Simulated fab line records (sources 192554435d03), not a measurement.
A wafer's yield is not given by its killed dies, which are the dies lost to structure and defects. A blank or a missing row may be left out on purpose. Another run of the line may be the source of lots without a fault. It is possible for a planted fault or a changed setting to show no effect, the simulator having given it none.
fab line records	flow n5Finfet
record: lots: 7	wafers: 21
route steps=1938 shown BEOL_M8@1370 BEOL_M9@1431 BEOL_M10@1494 BEOL_M11@1560 BEOL_M12@1636
startH: hours from the record's first day to the start of the lot's first wafer shown	waitH: how many hours have passed since the lot's step before this one	" same as the row above	L1.1+2: a row that stands for several wafers	- either no value or no given start	* or withheld: withheld	< > ~ a bound
route shown NAME@n: a module of which the file shows steps, and the number in the route of the first	usual: mean/standard deviation of fault-free wafers	same: alike in all rows	chamber/n: place in a boat	sites: each site's reading	_std_site: their standard deviation	_edge_site: the outer-site mean with the inner-site mean subtracted	radiusMm: how far each site lies from the wafer's centre	mask NAME#n: copy n	behind: the tool/chamber that last shaped the wafer	hold: why the lot went on hold/how many hours it stayed there/how the hold came to an end	device: which transistor (n, p or np) failed to switch	end of line: the tests these same wafers got at the end of their route	a step without rows: its recipe alone	killed: dies that structure and defects cost at the first sort, which is not the same as the wafer's yield	map: a wafer's dies, marking killed ones x, the rest . and places with no die _
set.NAME: the run value of the setting; set.NAME@STEP: its run value at that earlier step	model.NAME: the simulator's own value behind a step, which no gauge read
lots whose settings were changed on purpose; a table a step, a row a wafer
== steps ==
step: N5_BEOL_M8_ETCH_65
recipe: chemistry: CF4	target: SiARC	targetDepthA: 156	maskMaterial: CAR-EUV	timeS: 26	ionEnergyEv: 80	pressureMtorr: 40	sourceW: 545	biasW: 36	Ar_flow_sccm: 100	cf4FlowSccm: 100	ends: cleared
usual: etchRfOnTimeS: 25.7/0.52	rfVppV: 183.9/1.2
lot.wafer	tool	chamber	startH	waitH	set.sourceW	etchRfOnTimeS	rfVppV
L074.1	rieDiel-03	3	190.72	0.0	545	26.0	183.3
L074.2	"	1	"	"	545	25.2	183.7
L074.3	"	2	"	"	476.2	28.2	191.3
L079.2	rieDiel-06	1	229.09	0.0	467.7	29.7	194.7
L079.3	"	3	"	"	467.7	30.2	194.2
L079.4	"	3	"	"	545	26.3	183.9
L080.1	rieDiel-06	2	237.33	0.0	545	26.6	185.8
L080.2	"	3	"	"	583	24.8	178.5
L080.5	"	1	"	"	545	25.8	184.7
L082.1	rieDiel-05	1	237.90	0.0	510	27.5	186.5
L082.3	"	0	"	"	545	25.5	184.2
L082.4	"	3	"	"	545	24.8	182.3
L085.1	rieDiel-06	3	265.86	0.0	632	22.8	174.8
L085.3	"	1	"	"	545	25.4	183.4
L085.4	"	0	"	"	632	22.9	177.2
L089.1	rieDiel-06	0	295.07	0.0	487.3	29.6	192.5
L089.3	"	2	"	"	545	26.6	184.2
L089.5	"	3	"	"	545	26.2	181.3
L091.1	rieDiel-06	2	301.26	0.0	545	26.5	184.4
L091.2	"	1	"	"	545	25.6	184.1
L091.5	"	2	"	"	545	26.5	185.1
step: N5_BEOL_M8_TRENCH_ETCH_37
recipe: chemistry: C4F6/O2	targetDepthA: 934.78	target: SiCOH_lowk	timeS: 31.2	ionEnergyEv: 250	pressureMtorr: 30	sourceW: 345	biasW: 185	Ar_flow_sccm: 300	C4F6_flow_sccm: 10	O2_flow_sccm: 10
usual: rfVppV: 667/12
lot.wafer	tool	chamber	startH	waitH	set.biasW	rfVppV
L074.1	rieDiel-03	3	-	-	185	673
L074.2	"	1	"	"	185	688
L074.3	"	2	"	"	185	662
L079.2	rieDiel-06	1	-	-	185	660
L079.3	"	3	"	"	206.1	726
L079.4	"	3	"	"	206.1	722
L080.1	rieDiel-06	2	-	-	157.3	575
L080.2	"	3	"	"	185	665
L080.5	"	1	"	"	157.3	581
L082.1	rieDiel-05	1	-	-	185	665
L082.3	"	0	"	"	168.8	597
L082.4	"	3	"	"	185	676
L085.1	rieDiel-06	3	-	-	169.8	621
L085.3	"	1	"	"	169.8	617
L085.4	"	0	"	"	185	684
L089.1	rieDiel-06	0	-	-	185	682
L089.3	"	2	"	"	185	656
L089.5	"	3	"	"	185	665
L091.1	rieDiel-06	2	-	-	185	655
L091.2	"	1	"	"	185	660
L091.5	"	2	"	"	185	656
step: N5_BEOL_M9_EXPOSE_25
recipe: maskId: V8	na: 0.33	sourceShape: annular	sigmaInner: 0.4	sigmaOuter: 0.8	polarization: unpolarized	doseMj: 37.25
lot.wafer	tool	chamber	startH	waitH	mask	set.doseMj
L074.1	euvScanner-01	0	196.96	-	V8#0	38.12
L074.2+3	"	0	"	"	V8#0	37.25
L079.2+4	euvScanner-01	0	236.92	-	V8#0	37.25
L079.3	"	0	"	"	V8#0	35.07
L080.1+5	euvScanner-01	0	242.76	-	V8#0	35.99
L080.2	"	0	"	"	V8#0	37.25
L082.1+3	euvScanner-01	0	243.24	-	V8#0	37.25
L082.4	"	0	"	"	V8#0	38.62
L085.1+3+4	euvScanner-01	0	271.86	-	V8#0	37.25
L089.1+3	euvScanner-01	0	302.47	-	V8#0	39.49
L089.5	"	0	"	"	V8#0	37.25
L091.1+2+5	euvScanner-01	0	307.72	-	V8#0	37.25
step: N5_BEOL_M9_PEB_26
recipe: pebTempC: 100	pebTimeS: 60	resist: CAR-EUV
step: N5_BEOL_M9_DEVELOP_27
recipe: developTimeS: 30	developer: TMAH	resist: CAR-EUV	rinseLiquid: surfactantRinse	dry: airSpin	devTempC: 23
step: N5_BEOL_M9_CD_MEAS_28
recipe: targetCdNm: 70	landingEnergyEv: 500	detector: seInlens	polarity: opening
usual: cdNm: 70.00/0.25
lot.wafer	tool	chamber	startH	waitH	set.doseMj@BEOL_M9_EXPOSE_25	cdNm
L074.1	cdSem-01	0	197.08	-	38.12	70.56
L074.2	"	0	"	"	37.25	69.85
L074.3	"	0	"	"	37.25	70.26
L079.2	cdSem-02	0	237.05	-	37.25	70.32
L079.3	"	0	"	"	35.07	68.31
L079.4	"	0	"	"	37.25	70.08
L080.1	cdSem-02	0	242.89	-	35.99	68.98
L080.2	"	0	"	"	37.25	69.59
L080.5	"	0	"	"	35.99	69.01
L082.1	cdSem-01	0	243.37	-	37.25	69.85
L082.3	"	0	"	"	37.25	69.43
L082.4	"	0	"	"	38.62	70.96
L085.1	cdSem-01	0	271.99	-	37.25	70.07
L085.3	"	0	"	"	37.25	69.99
L085.4	"	0	"	"	37.25	69.89
L089.1	cdSem-03	0	302.60	-	39.49	71.70
L089.3	"	0	"	"	39.49	71.53
L089.5	"	0	"	"	37.25	70.13
L091.1	cdSem-02	0	307.85	-	37.25	69.68
L091.2	"	0	"	"	37.25	69.96
L091.5	"	0	"	"	37.25	69.60
step: N5_BEOL_M10_COAT_63
recipe: resist: SOC	tempC: 250	timeS: 60	spinRpm: 1500	resistThkNm: 100
lot.wafer	tool	chamber	startH	waitH	set.spinRpm	model.SOC_of_BEOL_M10_COAT_63.thkNm
L074.1+3	lithoTrack-03	0	204.36	0.0	1500	100
L074.2	"	0	"	"	1375	104.6
L079.2	lithoTrack-02	0	242.65	0.0	1340	106
L079.3+4	"	0	"	"	1340	105.8
L080.1	lithoTrack-03	0	249.55	0.1	1500	100.6
L080.2+5	"	0	"	"	1500	100.4
L082.1+4	lithoTrack-02	0	252.74	0.6	1410	102.8
L082.3	"	0	"	"	1410	103
L085.1	lithoTrack-03	0	280.31	1.4	1447	102
L085.3	"	0	"	"	1447	101.8
L085.4	"	0	"	"	1500	100
L089.1	lithoTrack-05	0	309.66	0.0	1500	100.2
L089.3	"	0	"	"	1500	100.4
L089.5	"	0	"	"	1350	105.8
L091.1	lithoTrack-05	0	314.68	0.4	1500	99.6
L091.2+5	"	0	"	"	1500	100
step: N5_BEOL_M10_EXPOSE_25
recipe: maskId: V9	na: 1.35	sourceShape: annular	sigmaInner: 0.5	sigmaOuter: 0.8	polarization: unpolarized	doseMj: 85.5
lot.wafer	tool	chamber	startH	waitH	mask	set.doseMj
L074.1+2+3	arfiScanner-02	0	204.60	-	V9#0	85.5
L079.2+4	arfiScanner-03	0	242.90	-	V9#0	87.97
L079.3	"	0	"	"	V9#0	85.5
L080.1+2+5	arfiScanner-03	0	249.80	-	V9#0	85.5
L082.1+4	arfiScanner-01	0	252.98	-	V9#0	83.43
L082.3	"	0	"	"	V9#0	85.5
L085.1	arfiScanner-01	0	280.43	-	V9#0	91.26
L085.3+4	"	0	"	"	V9#0	85.5
L089.1+3+5	arfiScanner-02	0	309.90	-	V9#0	85.5
L091.1+2+5	arfiScanner-03	0	314.93	-	V9#0	85.5
step: N5_BEOL_M10_PEB_26
recipe: pebTempC: withheld	pebTimeS: 60	resist: CAR-ArF
step: N5_BEOL_M10_DEVELOP_27
recipe: developTimeS: 30	developer: TMAH	resist: CAR-ArF	rinseLiquid: diw	dry: airSpin	devTempC: 23
step: N5_BEOL_M10_CD_MEAS_28
recipe: targetCdNm: 70	landingEnergyEv: 500	detector: seInlens	polarity: opening
usual: cdNm: 69.3/0.91
lot.wafer	tool	chamber	startH	waitH	set.doseMj@BEOL_M10_EXPOSE_25	cdNm
L074.1	cdSem-02	0	204.73	-	85.5	70.8
L074.2	"	0	"	"	85.5	70.5
L074.3	"	0	"	"	85.5	69.7
L079.2	cdSem-01	0	243.03	-	87.97	71.6
L079.3	"	0	"	"	85.5	70.2
L079.4	"	0	"	"	87.97	71.4
L080.1	cdSem-01	0	249.93	-	85.5	68.3
L080.2	"	0	"	"	85.5	68.0
L080.5	"	0	"	"	85.5	68.8
L082.1	cdSem-01	0	253.11	-	83.43	68.8
L082.3	"	0	"	"	85.5	68.5
L082.4	"	0	"	"	83.43	66.8
L085.1	cdSem-03	0	280.56	-	91.26	75.2
L085.3	"	0	"	"	85.5	69.2
L085.4	"	0	"	"	85.5	69.9
L089.1	cdSem-03	0	310.03	-	85.5	68.3
L089.3	"	0	"	"	85.5	69.2
L089.5	"	0	"	"	85.5	67.7
L091.1	cdSem-02	0	315.06	-	85.5	70.2
L091.2	"	0	"	"	85.5	69.4
L091.5	"	0	"	"	85.5	70.2
step: N5_BEOL_M10_DESCUM_33
recipe: chemistry: O2	timeS: 7.9	sourcePowerW: 50	biasPowerW: 20	pressureMtorr: 20	rfFrequencyHz: 2.712e+07	tempC: 40	resist: CAR-ArF	o2FlowSccm: 225
step: N5_BEOL_M10_ETCH_65
recipe: chemistry: CF4	target: SiARC	targetDepthA: 390	maskMaterial: CAR-ArF	timeS: 65	ionEnergyEv: 80	pressureMtorr: 40	sourceW: 545	biasW: 36	Ar_flow_sccm: 100	cf4FlowSccm: 100	ends: cleared
step: N5_BEOL_M10_ETCH_66
recipe: chemistry: N2/H2	target: SOC	targetDepthA: 1200	overetchA: 240	maskMaterial: SiARC	tempC: 40	timeS: 180	ionEnergyEv: 200	pressureMtorr: 30	sourceW: 840	biasW: 150	n2FlowSccm: 200	h2FlowSccm: 200
lot.wafer	tool	chamber	startH	waitH	set.spinRpm@BEOL_M10_COAT_63	model.etch.depthNm
L074.1	rieDiel-05	2	204.91	0.0	1500	99.98
L074.2	"	3	"	"	1375	104.6
L074.3	"	1	"	"	1500	100
L079.2	rieDiel-06	3	243.26	0.0	1340	106
L079.3	"	0	"	"	1340	105.8
L079.4	"	1	"	"	1340	105.9
L080.1+2+5	rieDiel-03	3,2,0	250.10	0.0	1500	100.5
L082.1+3+4	rieDiel-06	1,2,2	253.28	0.0	1410	102.9
L085.1	rieDiel-05	2	280.73	0.0	1447	102
L085.3	"	3	"	"	1447	101.9
L085.4	"	2	"	"	1500	99.99
L089.1	rieDiel-06	0	310.39	0.0	1500	100.2
L089.3	"	1	"	"	1500	100.4
L089.5	"	3	"	"	1350	105.8
L091.1	rieDiel-06	2	315.59	0.0	1500	99.59
L091.2	"	1	"	"	1500	99.98
L091.5	"	2	"	"	1500	100.1
step: N5_BEOL_M10_STRIP_69
recipe: chemistry: N2/H2	tempC: 40	n2FlowSccm: 200	h2FlowSccm: 200	rfFrequencyHz: 6e+07
step: N5_BEOL_M10_VIA_ETCH_34
recipe: chemistry: C4F6/O2	target: SiCOH_lowk	targetDepthA: 1845	maskMaterial: SOC	taperDeg: 4	timeS: 69.2	ionEnergyEv: 250	pressureMtorr: 30	sourceW: 345	biasW: 185	Ar_flow_sccm: 300	C4F6_flow_sccm: 10	O2_flow_sccm: 10
lot.wafer	tool	chamber	startH	waitH	set.spinRpm@BEOL_M10_COAT_63	model.SOC_of_BEOL_M10_COAT_63.thkNm
L074.1	rieDiel-05	2	205.03	0.0	1500	91.8
L074.2	"	3	"	"	1375	96.4
L074.3	"	1	"	"	1500	92.2
L079.2+4	rieDiel-06	3,1	243.38	0.0	1340	98
L079.3	"	0	"	"	1340	97.8
L080.1	rieDiel-03	3	250.23	0.0	1500	92.6
L080.2	"	2	"	"	1500	92.4
L080.5	"	0	"	"	1500	92.2
L082.1+3+4	rieDiel-06	1,2,2	253.41	0.0	1410	95
L085.1	rieDiel-05	2	280.85	0.0	1447	93.8
L085.3	"	3	"	"	1447	93.6
L085.4	"	2	"	"	1500	91.8
L089.1	rieDiel-06	0	310.51	0.0	1500	92
L089.3	"	1	"	"	1500	92.6
L089.5	"	3	"	"	1350	97.8
L091.1	rieDiel-06	2	315.71	0.0	1500	91.6
L091.2	"	1	"	"	1500	92
L091.5	"	2	"	"	1500	92.2
step: N5_BEOL_M11_COAT_63
recipe: resist: SOC	tempC: 250	timeS: 60	spinRpm: 1500	resistThkNm: 100
lot.wafer	tool	chamber	startH	waitH	set.spinRpm	model.SOC_of_BEOL_M11_COAT_63.thkNm
L074.1	lithoTrack-03	0	214.70	4.1	1500	100
L074.2	"	0	"	"	1414	102.8
L074.3	"	0	"	"	1500	100.2
L079.2	lithoTrack-03	0	253.03	1.7	1360	105.4
L079.3	"	0	"	"	1360	105.2
L079.4	"	0	"	"	1500	100.2
L080.1+2	lithoTrack-03	0	256.57	1.2	1500	100.4
L080.5	"	0	"	"	1500	100.2
L082.1	lithoTrack-01	0	259.36	0.0	1500	100
L082.3	"	0	"	"	1500	99.8
L082.4	"	0	"	"	1500	99.6
L085.1	lithoTrack-04	0	288.36	0.0	1546	98.6
L085.3	"	0	"	"	1500	100.2
L085.4	"	0	"	"	1546	98.4
L089.1+3	lithoTrack-04	0	319.56	2.2	1500	100.4
L089.5	"	0	"	"	1500	100.2
L091.1+5	lithoTrack-01	0	324.69	2.5	1500	100.6
L091.2	"	0	"	"	1500	100.4
step: N5_BEOL_M11_COAT_22
recipe: resist: CAR-ArF	spinRpm: 1500	resistThkNm: 90
lot.wafer	tool	chamber	startH	waitH	set.spinRpm	model.CAR-ArF_of_BEOL_M11_COAT_22.thkNm
L074.1+2+3	lithoTrack-03	0	-	-	1500	90
L079.2+3	lithoTrack-03	0	-	-	1599	87.6
L079.4	"	0	"	"	1500	90.6
L080.1	lithoTrack-03	0	-	-	1500	90
L080.2	"	0	"	"	1334	95.4
L080.5	"	0	"	"	1334	95.2
L082.1	lithoTrack-01	0	-	-	1611	86.6
L082.3	"	0	"	"	1500	89.8
L082.4	"	0	"	"	1500	90.4
L085.1+4	lithoTrack-04	0	-	-	1500	90
L085.3	"	0	"	"	1500	90.2
L089.1	lithoTrack-04	0	-	-	1500	90
L089.3	"	0	"	"	1362	94.4
L089.5	"	0	"	"	1500	90.2
L091.1	lithoTrack-01	0	-	-	1500	90.4
L091.2+5	"	0	"	"	1500	90
step: N5_BEOL_M11_EBR_24
recipe: solvent: PGMEA	ebrWidthMm: 1.5
step: N5_BEOL_M11_SOFTBAKE_23
recipe: tempC: 110	timeS: 60	resist: CAR-ArF
step: N5_BEOL_M11_DESCUM_33
recipe: chemistry: O2	timeS: 7.9	sourcePowerW: 50	biasPowerW: 20	pressureMtorr: 20	rfFrequencyHz: 2.712e+07	tempC: 40	resist: CAR-ArF	o2FlowSccm: 225
step: N5_BEOL_M11_ETCH_65
recipe: chemistry: CF4	target: SiARC	targetDepthA: 390	maskMaterial: CAR-ArF	timeS: 65	ionEnergyEv: 80	pressureMtorr: 40	sourceW: 545	biasW: 36	Ar_flow_sccm: 100	cf4FlowSccm: 100	ends: cleared
lot.wafer	tool	chamber	startH	waitH	set.spinRpm@BEOL_M11_COAT_22	model.CAR-ArF_of_BEOL_M11_COAT_22.thkNm
L074.1+3	rieDiel-04	2,3	215.07	0.0	1500	55.4
L074.2	"	1	"	"	1500	55.6
L079.2+3	rieDiel-04	2,0	253.40	0.0	1599	53
L079.4	"	1	"	"	1500	55.8
L080.1	rieDiel-02	1	257.64	0.0	1500	55.4
L080.2	"	2	"	"	1334	61
L080.5	"	3	"	"	1334	60.4
L082.1	rieDiel-02	2	259.73	0.0	1611	52.2
L082.3	"	3	"	"	1500	55.4
L082.4	"	0	"	"	1500	55.8
L085.1	rieDiel-02	0	288.97	0.0	1500	55.4
L085.3	"	3	"	"	1500	55.8
L085.4	"	1	"	"	1500	55.6
L089.1	rieDiel-01	0	319.94	0.0	1500	55.4
L089.3	"	1	"	"	1362	59.8
L089.5	"	2	"	"	1500	55.6
L091.1	rieDiel-02	3	325.19	0.0	1500	56
L091.2	"	0	"	"	1500	55.6
L091.5	"	0	"	"	1500	55.4
step: N5_BEOL_M11_ETCH_66
recipe: chemistry: N2/H2	target: SOC	targetDepthA: 1200	overetchA: 240	maskMaterial: SiARC	tempC: 40	timeS: 180	ionEnergyEv: 200	pressureMtorr: 30	sourceW: 840	biasW: 150	n2FlowSccm: 200	h2FlowSccm: 200
lot.wafer	tool	chamber	startH	waitH	set.spinRpm@BEOL_M11_COAT_63	model.etch.depthNm
L074.1	rieDiel-04	2	215.12	0.0	1500	100
L074.2	"	1	"	"	1414	102.8
L074.3	"	3	"	"	1500	100.2
L079.2	rieDiel-04	2	253.45	0.0	1360	105.4
L079.3	"	0	"	"	1360	105.3
L079.4	"	1	"	"	1500	100.2
L080.1	rieDiel-02	1	257.69	0.0	1500	100.4
L080.2	"	2	"	"	1500	100.5
L080.5	"	3	"	"	1500	100.2
L082.1	rieDiel-02	2	259.78	0.0	1500	100.1
L082.3	"	3	"	"	1500	99.89
L082.4	"	0	"	"	1500	99.67
L085.1	rieDiel-02	0	289.02	0.0	1546	98.52
L085.3	"	3	"	"	1500	100.1
L085.4	"	1	"	"	1546	98.41
L089.1	rieDiel-01	0	319.99	0.0	1500	100.5
L089.3	"	1	"	"	1500	100.4
L089.5	"	2	"	"	1500	100.3
L091.1+2+5	rieDiel-02	3,0,0	325.24	0.0	1500	100.5
step: N5_BEOL_M11_STRIP_69
recipe: chemistry: N2/H2	tempC: 40	n2FlowSccm: 200	h2FlowSccm: 200	rfFrequencyHz: 6e+07
step: N5_BEOL_M11_VIA_ETCH_34
recipe: chemistry: C4F6/O2	target: SiCOH_lowk	targetDepthA: 1845	maskMaterial: SOC	taperDeg: 4	timeS: 69.2	ionEnergyEv: 250	pressureMtorr: 30	sourceW: 345	biasW: 185	Ar_flow_sccm: 300	C4F6_flow_sccm: 10	O2_flow_sccm: 10
lot.wafer	tool	chamber	startH	waitH	set.spinRpm@BEOL_M11_COAT_63	model.SOC_of_BEOL_M11_COAT_63.thkNm
L074.1	rieDiel-04	2	215.24	0.0	1500	91.8
L074.2	"	1	"	"	1414	94.8
L074.3	"	3	"	"	1500	92.6
L079.2	rieDiel-04	2	253.58	0.0	1360	97.2
L079.3	"	0	"	"	1360	97
L079.4	"	1	"	"	1500	92.2
L080.1+5	rieDiel-02	1,3	257.82	0.0	1500	92.2
L080.2	"	2	"	"	1500	92.6
L082.1	rieDiel-02	2	259.91	0.0	1500	92.2
L082.3	"	3	"	"	1500	92
L082.4	"	0	"	"	1500	91.6
L085.1	rieDiel-02	0	289.14	0.0	1546	90.4
L085.3	"	3	"	"	1500	92
L085.4	"	1	"	"	1546	90.2
L089.1	rieDiel-01	0	320.11	0.0	1500	92.2
L089.3	"	1	"	"	1500	92
L089.5	"	2	"	"	1500	92.4
L091.1+5	rieDiel-02	3,0	325.36	0.0	1500	92.4
L091.2	"	0	"	"	1500	92.6
step: N5_BEOL_M12_ETCH_67
recipe: chemistry: CF4	target: SiARC	targetDepthA: 1430	timeS: 238.3	ionEnergyEv: 80	pressureMtorr: 40	sourceW: 545	biasW: 36	Ar_flow_sccm: 100	cf4FlowSccm: 100	ends: cleared
usual: etchRfOnTimeS: 236/4.7
lot.wafer	tool	chamber	startH	waitH	set.sourceW	etchRfOnTimeS
L074.1	rieDiel-06	1	219.69	0.0	545	233
L074.2	"	2	"	"	545	243
L074.3	"	3	"	"	545	240
L079.2	rieDiel-03	0	260.45	0.0	545	237
L079.3	"	1	"	"	545	239
L079.4	"	2	"	"	545	236
L080.1	rieDiel-03	2	263.22	0.0	545	230
L080.2	"	3	"	"	545	237
L080.5	"	3	"	"	518.1	250
L082.1	rieDiel-05	3	265.87	0.0	496.4	249
L082.3	"	0	"	"	496.4	252
L082.4	"	1	"	"	545	240
L085.1	rieDiel-05	1	295.71	0.0	545	242
L085.3	"	0	"	"	545	233
L085.4	"	2	"	"	642	203
L089.1	rieDiel-06	2	324.46	0.0	545	245
L089.3	"	1	"	"	545	236
L089.5	"	2	"	"	545	246
L091.1	rieDiel-06	2	329.94	0.0	545	245
L091.2	"	1	"	"	545	237
L091.5	"	2	"	"	545	243
step: N5_BEOL_M12_CMP_49
recipe: stopOn: SiOC	tOverpolishS: 20.6	downForcePsi: 1	platenRpm: 50	clearingPlatenDownForcePsi: 1.5	clearingPlatenRpm: 50	postCmpClean: cuAlkaline	targetThkNm: 320	clearingPlatenPadVelocityMS: 0.99484	padVelocityMS: 0.99484
usual: barrierFieldEndpointS: 30.5/0.84
lot.wafer	tool	chamber	startH	waitH	set.downForcePsi	barrierFieldEndpointS
L074.1	cmp-03	1	222.02	0.3	0.8028	38.1
L074.2	"	3	"	"	1	29.6
L074.3	"	0	"	"	1	30.9
L079.2	cmp-02	1	262.37	0.2	1	30.1
L079.3	"	2	"	"	1	30.0
L079.4	"	3	"	"	1	30.3
L080.1	cmp-02	3	264.96	0.3	1	29.9
L080.2	"	1	"	"	1	30.8
L080.5	"	3	"	"	1	30.4
L082.4	cmp-03	3	271.03	0.1	1.078	27.3
L082.3	"	0	"	"	1.078	28.8
L082.1	"	2	"	"	1	30.0
L085.3	cmp-03	0	298.73	0.2	1	30.8
L085.1	"	1	"	"	1	31.2
L085.4	"	2	"	"	1	30.6
L089.3	cmp-02	3	327.73	0.2	1	30.6
L089.1	"	2	"	"	0.785	40.3
L089.5	"	3	"	"	0.785	39.1
L091.2	cmp-01	1	335.35	0.2	1	31.4
L091.1	"	2	"	"	1	29.7
L091.5	"	1	"	"	1	30.7
== key ==
split: step: N5_BEOL_M8_ETCH_65	setting: sourceW	stated: 545	by: wafer
response: step: N5_BEOL_M8_ETCH_65	reading: etchRfOnTimeS	change: *	per: 1%	r: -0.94
response: step: N5_BEOL_M8_ETCH_65	reading: rfVppV	change: -0.657	per: 1%	r: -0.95
split: step: N5_BEOL_M8_TRENCH_ETCH_37	setting: biasW	stated: 185	by: wafer
response: step: N5_BEOL_M8_TRENCH_ETCH_37	reading: rfVppV	change: +6.43	per: 1%	r: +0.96
split: step: N5_BEOL_M9_EXPOSE_25	setting: doseMj	stated: 37.25	by: wafer
response: step: N5_BEOL_M9_CD_MEAS_28	reading: cdNm	change: +0.278	per: 1%	r: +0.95
split: step: N5_BEOL_M10_COAT_63	setting: spinRpm	stated: 1500	by: wafer
response: step: N5_BEOL_M10_COAT_63	reading: model.SOC_of_BEOL_M10_COAT_63.thkNm	change: -0.55	per: 1%	r: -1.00
response: step: N5_BEOL_M10_ETCH_66	reading: model.etch.depthNm	change: -0.551	per: 1%	r: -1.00
response: step: N5_BEOL_M10_VIA_ETCH_34	reading: model.SOC_of_BEOL_M10_COAT_63.thkNm	change: -0.541	per: 1%	r: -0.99
split: step: N5_BEOL_M10_EXPOSE_25	setting: doseMj	stated: 85.5	by: wafer
response: step: N5_BEOL_M10_CD_MEAS_28	reading: cdNm	change: +0.736	per: 1%	r: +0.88
split: step: N5_BEOL_M11_COAT_63	setting: spinRpm	stated: 1500	by: wafer
response: step: N5_BEOL_M11_COAT_63	reading: model.SOC_of_BEOL_M11_COAT_63.thkNm	change: -0.528	per: 1%	r: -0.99
response: step: N5_BEOL_M11_ETCH_66	reading: model.etch.depthNm	change: -0.533	per: 1%	r: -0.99
response: step: N5_BEOL_M11_VIA_ETCH_34	reading: model.SOC_of_BEOL_M11_COAT_63.thkNm	change: -0.509	per: 1%	r: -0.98
split: step: N5_BEOL_M11_COAT_22	setting: spinRpm	stated: 1500	by: wafer
response: step: N5_BEOL_M11_COAT_22	reading: model.CAR-ArF_of_BEOL_M11_COAT_22.thkNm	change: -0.471	per: 1%	r: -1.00
response: step: N5_BEOL_M11_ETCH_65	reading: model.CAR-ArF_of_BEOL_M11_COAT_22.thkNm	change: -0.464	per: 1%	r: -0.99
split: step: N5_BEOL_M12_ETCH_67	setting: sourceW	stated: 545	by: wafer
response: step: N5_BEOL_M12_ETCH_67	reading: etchRfOnTimeS	change: *	per: 1%	r: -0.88
split: step: N5_BEOL_M12_CMP_49	setting: downForcePsi	stated: 1	by: wafer
response: step: N5_BEOL_M12_CMP_49	reading: barrierFieldEndpointS	change: -0.4	per: 1%	r: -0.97
